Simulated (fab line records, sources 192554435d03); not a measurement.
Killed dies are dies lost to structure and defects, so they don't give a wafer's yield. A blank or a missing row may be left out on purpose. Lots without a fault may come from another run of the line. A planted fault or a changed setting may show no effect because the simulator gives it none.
Split-lot experiment | flow n5_finfet | 7 lots, 21 wafers read, on a route of 1938 steps

THE SPLIT
At N5_BEOL_M2_EXPOSE_25 (exposes mask V1, defocus 5 nm), the setting dose_mj was moved away from the recipe's 63 on 7 of the 21 wafers read, by -7.4% to +7.2%. The other wafers ran this setting at the recipe's value.

FROM THE SPLIT TO THE READING: what the file shows between them, 2 steps
- N5_BEOL_M2_PEB_26: peb time 60 s
- N5_BEOL_M2_DEVELOP_27: develop time 30 s

THE READING
cd_nm, in nm, at N5_BEOL_M2_CD_MEAS_28 (target cd 26.2 nm, target cd y 24.1 nm). Fault-free wafers of this fab line usually give 26.18 nm, standard deviation 0.23 nm.

wafer  | tool, chamber at the split | dose_mj as run | against the recipe | cd_nm, nm | against lot-mates on the recipe
L075.2 | euv_scanner-02, 0          | 64.71          | +2.7%              | 26.56     | +0.49
L075.3 | euv_scanner-02, 0          | 63             | recipe             | 26.11     | -
L075.4 | euv_scanner-02, 0          | 63             | recipe             | 26.03     | -
L078.1 | euv_scanner-01, 0          | 65.41          | +3.8%              | 27.28     | +0.85
L078.3 | euv_scanner-01, 0          | 63             | recipe             | 26.45     | -
L078.6 | euv_scanner-01, 0          | 63             | recipe             | 26.41     | -
L077.1 | euv_scanner-01, 0          | 64.94          | +3.1%              | 26.62     | -0.03
L077.3 | euv_scanner-01, 0          | 63             | recipe             | 26.67     | -
L077.4 | euv_scanner-01, 0          | 63             | recipe             | 26.62     | -
L084.2 | euv_scanner-02, 0          | 63             | recipe             | 26.32     | -
L084.4 | euv_scanner-02, 0          | 67.55          | +7.2%              | 27.35     | +1.03
L084.6 | euv_scanner-02, 0          | 67.55          | +7.2%              | 27.49     | +1.17
L087.1 | euv_scanner-02, 0          | 63             | recipe             | 26.35     | -
L087.5 | euv_scanner-02, 0          | 63             | recipe             | 26.14     | -
L087.6 | euv_scanner-02, 0          | 63             | recipe             | 26.06     | -
L088.2 | euv_scanner-01, 0          | 61.3           | -2.7%              | 25.56     | -0.60
L088.3 | euv_scanner-01, 0          | 63             | recipe             | 25.76     | -
L088.6 | euv_scanner-01, 0          | 63             | recipe             | 26.55     | -
L091.1 | euv_scanner-01, 0          | 63             | recipe             | 26.04     | -
L091.4 | euv_scanner-01, 0          | 63             | recipe             | 26.17     | -
L091.6 | euv_scanner-01, 0          | 58.35          | -7.4%              | 25.09     | -1.02

THE FIT
A straight line over all 21 wafers: cd_nm changes by +0.168 nm for each +1% of dose_mj; r = +0.91; the points scatter about the line by 0.25 nm.
The same after taking each lot's own level away (the mean of its wafers on the recipe; 21 wafers): +0.15 nm for each +1%; r = +0.92; scatter 0.2 nm.
On that fit, the largest move of dose_mj shifts the reading by 1.1 nm.
The lots' own levels span 26.070 to 26.645 nm, that is 2.5 times the standard deviation above.
So the lot-to-lot level changes the slope: the two fits differ.
Check: with one of the wafers moved furthest among these (-7.4%) left out of the fit, the line predicts -1.18 nm for it against its lot-mates. It came out at -1.02 nm against them.

OTHER SPLITS ON THESE WAFERS
These wafers also went through other splits before the reading. Each is held against what the fit with the lots' levels taken away leaves over:
other split on the same wafers | wafers away from the commonest value | r with cd_nm (lot level and that fit taken away)
N5_BEOL_M1_DESCUM_33 time_s    | 6                                    | -0.12
N5_BEOL_M1_ETCH_70 bias_w      | 6                                    | -0.46
N5_BEOL_M1_VIA_ETCH_34 bias_w  | 9                                    | +0.22

THE FILE'S OWN FIT
cd_nm changes by +0.149 nm for each +1% of dose_mj, r = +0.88.
